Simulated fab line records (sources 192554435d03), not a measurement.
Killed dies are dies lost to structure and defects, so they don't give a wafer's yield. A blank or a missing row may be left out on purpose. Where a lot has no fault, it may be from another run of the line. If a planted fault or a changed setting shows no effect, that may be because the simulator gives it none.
Comparing a struck lot with a sound one | flow n5 finfet | 37 steps out of a route of 1938
Sound: wafers L978.1, L978.2, L978.3. Wafers L987.3, L987.4, L987.5 were the ones struck. The cause is given at the end.
Each step with rows lists, per side, the tool, then ch with its chambers, then its first start. Under that, the readings that differ: sound wafers | struck wafers | difference of the means | sigmas: that difference in standard deviations of wafers without a fault.
alike: readings with means less than 2 such deviations apart, plus words and numbers identical on both sides. not compared: withheld readings, readings lacking a value on some wafer, bounds such as >300 that could conceal the same value, and numbers that have no deviation in the record and whose values overlap.
Wherever a step has rows on one side only, a row that says differs or no value, or a row with sigmas, the two part there. Numbers that don't overlap but have no deviation are shown without sigmas and don't part them. A reading missing from all wafers of one side parts the sides only when that side holds two or more wafers.

first, 9 steps without rows for these wafers: N5_PASSIVATION_HARDBAKE_11 (time 120 s); N5_PASSIVATION_DESCUM_12 (chemistry O2, time 7.9 s); N5_PASSIVATION_PASS_ETCH_74 (etches SiNx in CF4/O2, target depth 220 nm, time 110 s); N5_PASSIVATION_VIA_ETCH_13 (etches SiO2 in CHF3/O2, target depth 660 nm, time 330 s); N5_PASSIVATION_STRIP_14 (strips in O2); N5_PASSIVATION_ETCH_15 (etches SiCN in CF4/N2, target depth 75 nm, time 81.2 s); N5_PASSIVATION_STRIP_73 (strips in post etch residue remover, time 60 s); N5_PASSIVATION_SRD_17 (time 30 s, dry time 30 s); N5_PASSIVATION_DEGAS_18 (time 60 s).
N5_PASSIVATION_PRE_CLEAN_19:
  sound on pvd sputter-03 at day 13 23:08; struck on pvd sputter-03 at day 16 03:48
  alike: heater power w
then, 26 steps without rows for these wafers: N5_PASSIVATION_SPUTTER_20 (material TaN, target thk 50 nm); N5_PASSIVATION_AL_DEP_21 (deposits Al, target thk 2800 nm, time 170 s); N5_PASSIVATION_HMDS_23 (time 60 s); N5_PASSIVATION_COAT_24; N5_PASSIVATION_EBR_26; N5_PASSIVATION_SOFTBAKE_25 (time 90 s); N5_PASSIVATION_EXPOSE_27 (exposes mask PAD, defocus 0 nm); N5_PASSIVATION_PEB_28; N5_PASSIVATION_DEVELOP_29 (develop time 60 s); N5_PASSIVATION_HARDBAKE_31 (time 120 s); N5_PASSIVATION_DESCUM_32 (chemistry O2, time 7.9 s); N5_PASSIVATION_AL_ETCH_33 (etches Al in Cl2/BCl3, stops on TaN, target depth 2800 nm, time 466.7 s); N5_PASSIVATION_ETCH_59 (etches TaN in Cl2/BCl3, target depth 65 nm, time 34.9 s); N5_PASSIVATION_STRIP_34 (strips in O2); N5_PASSIVATION_STRIP_51 (strips in post etch residue remover, time 1200 s); N5_PASSIVATION_CLEAN_69 (cleans in IPA, time 180 s); N5_PASSIVATION_SRD_70 (time 30 s); N5_PASSIVATION_PECVD_53 (deposits SiO2 from TEOS/O2, target thk 800 nm, time 169.4 s); N5_PASSIVATION_PECVD_35 (deposits SiNx from SiH4/NH3/N2, target thk 700 nm, time 151.3 s); N5_PASSIVATION_HMDS_37 (time 60 s); N5_PASSIVATION_COAT_38; N5_PASSIVATION_EBR_40; N5_PASSIVATION_SOFTBAKE_39 (time 120 s); N5_PASSIVATION_EXPOSE_41 (exposes mask PASS OPEN, defocus 0 nm, target cd 40000 nm); N5_PASSIVATION_PEB_42; N5_PASSIVATION_DEVELOP_43 (develop time 60 s).
N5_PASSIVATION_PROBE_49:
  the record has rows for the struck wafers here (prober-01, day 16 09:49) and none for the sound ones

## WHERE THEY PART
N5_PASSIVATION_PROBE_49 only, going by this record.

WHY: whatever the simulator had introduced
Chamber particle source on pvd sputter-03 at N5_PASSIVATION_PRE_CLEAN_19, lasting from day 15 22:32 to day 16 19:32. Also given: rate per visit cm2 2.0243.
